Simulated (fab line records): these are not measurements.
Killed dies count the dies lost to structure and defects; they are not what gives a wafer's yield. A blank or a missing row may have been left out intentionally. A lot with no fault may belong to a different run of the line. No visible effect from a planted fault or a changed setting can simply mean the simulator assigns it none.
Problem report in the 8D (eight disciplines) form, filled by code | flow nand_harc | the parts of the form that need people (team, actions taken, sign-off) are left out

## 1. THE PROBLEM
Mean of run_length_s at NHARC_A_WL_FILL_ETCHBACK_05: 55.2 s across 5 wafers in 3 lots; on wafers with no fault it is 81.3 s (standard deviation 0.37). That puts it -70 standard deviations away from the usual mean.
The step: etches the open film in Cl2/BCl3, target depth 22 nm, time 60 s.
Earliest sighting: wafer L554.4 on rie_metal-02 at day 15 20:00. Wafers with a number at this step in the record: 39, from 13 lots. Rule for "out", or "out of limits": more than 4 standard deviations from the usual mean. The other wafers with a number count as sound.

## 2. WHAT IT IS, AND WHAT IT ISN'T
question                    | is                                     | is not
which readings at this step | run_length_s                           | drypump_motor_current_A, oes_product_au, temp_c
which lots                  | L554, L557, L562                       | L551, L552, L565, L566, L568, L569, L570, L571, L573, L574
which wafers of those lots  | L554.4, L554.6, L557.2, L557.6, L562.2 | L554.2, L557.1, L562.4, L562.6
read on which tools         | rie_metal-02                           | rie_metal-01, rie_metal-03
when                        | from day 15 20:00                      | up to then (7 sound wafers); but 27 sound wafers of L557, L562, L565, L566, L568, L569, L570, L571, L573, L574 came after

## 3. WHAT RULES OUT EACH SUSPECT
Counting: a tool at a process step up to the reading stays a suspect if it ran every lot that is out. Sound lots after the first of them don't rule it out here, since some wafers of a struck lot are sound.
- rtp_anneal-01 at NHARC_A_WL_FILL_RTA_01 (time 5 s): kept. It processed each lot that is out (first: L554, day 15 12:45); up to then, its last sound lot is L552 (day 15 12:27).
- rie_metal-02 at NHARC_A_WL_FILL_ETCHBACK_05 (etches the open film in Cl2/BCl3, target depth 22 nm, time 60 s): kept. It processed each lot that is out (first: L554, day 15 20:00); up to then, its last sound lot is L552 (day 15 17:20). Out on those wafers are its own readings of run_length_s.
- Within rie_metal-02 at NHARC_A_WL_FILL_ETCHBACK_05: the wafers that are out ran in chamber 0; their sound lot-mates ran in chamber 1.
What counting leaves: rtp_anneal-01 at NHARC_A_WL_FILL_RTA_01 and rie_metal-02 at NHARC_A_WL_FILL_ETCHBACK_05.

## 4. THE CAUSE (what the simulator had put in)
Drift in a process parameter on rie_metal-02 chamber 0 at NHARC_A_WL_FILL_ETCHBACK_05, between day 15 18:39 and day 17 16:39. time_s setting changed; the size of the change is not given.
Counting leaves 2 suspects; this tool is one of them.

## 5. SEQUENCE OF EFFECTS, ordered by route
Each row: a reading whose mean over the struck wafers that have a number lies more than 3 standard deviations from the usual. Readings are gone through only where the record gives a usual standard deviation; hours: the median, over the lots, of the time from a lot's start at the first step in this table giving one to that lot's start at this step; sigmas: the change measured in usual standard deviations.
hours | step                        | reading      | usual  | on struck wafers | change | sigmas
0     | NHARC_A_WL_FILL_ETCHBACK_05 | run_length_s | 81.3 s | 55.2             | -26.1  | -70
The process steps in it:
- NHARC_A_WL_FILL_ETCHBACK_05: etches the open film in Cl2/BCl3, target depth 22 nm, time 60 s.

## 6. WHAT WOULD HAVE CAUGHT IT SOONER
In this record the first reading out of limits was taken at day 15 20:00, 1 hour after the fault began at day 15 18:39.
